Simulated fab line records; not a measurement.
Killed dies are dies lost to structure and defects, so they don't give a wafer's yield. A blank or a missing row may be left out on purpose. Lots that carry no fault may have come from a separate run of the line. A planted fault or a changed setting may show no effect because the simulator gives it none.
Struck lot and sound lot, side by side | flow n5_finfet | 15 steps out of a route of 1938
Sound: wafers L855.3, L855.4, L855.5. Struck: wafer L843.4 (left out: L843.6, a lot-mate that was not struck); the cause follows at the end.
Per side, at each step with rows, come the tool, then ch with its chambers, and then its first start. Under that, the readings that differ: sound wafers | struck wafers | difference of the means | sigmas: that difference in standard deviations of wafers without a fault.
alike: same words and numbers on both sides, and readings whose means sit less than 2 such deviations apart. not compared: any withheld reading, any reading some wafer has no value for, any bound like >300 that may hide the same value, and any number with overlapping values for which the record gives no deviation.
Wherever a step has rows on one side only, a row that says differs or no value, or a row with sigmas, the two part there. When numbers do not overlap yet have no deviation, they are printed without sigmas and do not part them. A reading that every wafer of one side lacks parts them only if that side has two wafers or more.

first, 7 steps without rows for these wafers: N5_GATE_CUT_COAT_27 (time 60 s, resist thk 10 nm); N5_GATE_CUT_COAT_07 (resist thk 30 nm); N5_GATE_CUT_EBR_09; N5_GATE_CUT_SOFTBAKE_08 (time 60 s); N5_GATE_CUT_EXPOSE_10 (exposes mask GATE CUT, target cd 20 nm); N5_GATE_CUT_PEB_11 (peb time 60 s); N5_GATE_CUT_DEVELOP_12 (develop time 30 s).
N5_GATE_CUT_CD_MEAS_13: the cd target is 20 nm.
  sound on cd_sem-01 ch 0, day 8 22:29; struck on cd_sem-03 ch 0, day 6 00:57
  alike: cd_nm
N5_GATE_CUT_OVL_MEAS_14:
  sound on overlay-01 ch 0, day 8 22:32; struck on overlay-02 ch 0, day 6 01:00
  alike: GATE_CUT_OVL
N5_GATE_CUT_INSPECT_15: inspects for defects (brightfield).
  sound: defect_inspect-01 at day 8 22:35; struck: defect_inspect-02 at day 6 01:02
  alike: raw_defect_count
N5_GATE_CUT_DESCUM_18: chemistry O2, time 7 s.
  sound on rie_diel-03 ch 0,2, day 8 22:37; struck on rie_diel-03 ch 2, day 6 01:05
  alike: drypump_motor_current_A, oes_product_au, rf_vpp_V, showerhead_plenum_p_Torr, throttle_valve_pct
  not compared: rf_hours_counter_h
N5_GATE_CUT_ETCH_28: etches underlayer in N2/H2, target depth 13 nm, time 10.4 s.
  sound on rie_diel-03 ch 0,2, day 8 22:38; struck on rie_diel-03 ch 2, day 6 01:07
  alike: drypump_motor_current_A, etch_rf_on_time_s, oes_product_au, rf_vpp_V, showerhead_plenum_p_Torr, throttle_valve_pct
  not compared: rf_hours_counter_h
N5_GATE_CUT_ETCH_36: etches SiARC in CF4, target depth 13 nm, time 21.7 s.
  sound on rie_diel-03 ch 0,2, day 8 22:40; struck on rie_diel-03 ch 2, day 6 01:08
  reading               | sound          | struck | difference | sigmas
  etch_rf_on_time_s (s) | 22.5 22.1 22.2 | 35.1   | +12.8      | +31
  oes_product_au (a.u.) | 0.59 0.71 0.72 | 0.48   | -0.19      | -3
  alike: cf4_flow_sccm, drypump_motor_current_A, rf_vpp_V, showerhead_plenum_p_Torr, throttle_valve_pct
  not compared: rf_hours_counter_h
N5_GATE_CUT_ETCH_37: etches SOC in N2/H2, target depth 60 nm, overetch 12 nm, time 90 s.
  sound on rie_diel-03 ch 0,2, day 8 22:41; struck on rie_diel-03 ch 2, day 6 01:11
  alike: drypump_motor_current_A, oes_product_au, rf_vpp_V, showerhead_plenum_p_Torr, throttle_valve_pct
  not compared: rf_hours_counter_h
-- record jumps: 4 days separate the struck wafers' starts on either side; left off in module GATE_CUT, taken up again in module BEOL_M4, whose first shown step is the route's number 1111 --
N5_BEOL_M4_RC_MEAS_101:
  sound on prober-02 ch 0, day 14 20:28; struck on prober-02 ch 0, day 10 10:59
  reading       | sound       | struck | difference | sigmas
  ION_N (uA/um) | 686 683 683 | 704    | +20        | +2
  alike: DIBL_N, DIBL_P, IOFF_N, IOFF_P, ION_P, SS_N, SS_P, VT_N, VT_P

## WHERE THEY PART
Last at N5_BEOL_M4_RC_MEAS_101 as far as this record goes, first at N5_GATE_CUT_ETCH_36.

WHY: whatever the simulator had introduced
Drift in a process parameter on rie_diel-03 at N5_GATE_CUT_ETCH_36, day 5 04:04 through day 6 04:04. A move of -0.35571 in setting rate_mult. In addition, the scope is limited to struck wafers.
